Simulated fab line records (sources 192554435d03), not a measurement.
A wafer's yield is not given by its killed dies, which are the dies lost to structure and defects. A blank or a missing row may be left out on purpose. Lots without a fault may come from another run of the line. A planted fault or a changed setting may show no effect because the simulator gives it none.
Matching of chambers    flow n5_finfet    rie_diel-01 running N5_SDB_DESCUM_16: 4 sister chambers
The step chemistry O2, time 7.9 s. 4 wafers are shown with their chamber, then 8 later ones without.

WAFERS WITH THEIR CHAMBER
wafer   chamber  drypump_motor_current_A (A)
L074.5  2        5.1
L083.1  0        5.6
L083.2  1        5.7
L089.2  3        6.5

WAFERS MISSING THEIR CHAMBER
wafer   drypump_motor_current_A (A)
L089.3  5.2
L089.5  5.1
L090.2  5.8
L090.3  6.5
L090.4  5.6
L091.3  5.6
L091.4  5.8
L091.6  5.1

CHAMBER TAKEN BY EACH
wafer   from the rows above      in truth
L089.3  2                        2
L089.5  2                        2
L090.2  can't be placed: 1 or 0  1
L090.3  3                        3
L090.4  can't be placed: 0 or 1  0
L091.3  can't be placed: 0 or 1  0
L091.4  can't be placed: 1 or 0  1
L091.6  2                        2
Correct placement for 4 of the 8. Not placeable from these rows: 4 (in 4, the candidates include the true chamber). Number placed wrongly: 0.
How it was worked out, from the rows above alone: a wafer's distance from a chamber is the root of the sum, over the readings, of the square of ((its reading less the chamber's mean) divided by the reading's scatter). The wafer belongs to the nearest chamber; if the next one is less than 2 further off, it can't be placed. Each chamber's mean is taken over the wafers shown for it. The scatter: with one shown wafer a chamber, the root of the mean of the squares of how far each hidden wafer lies from its nearest shown one.
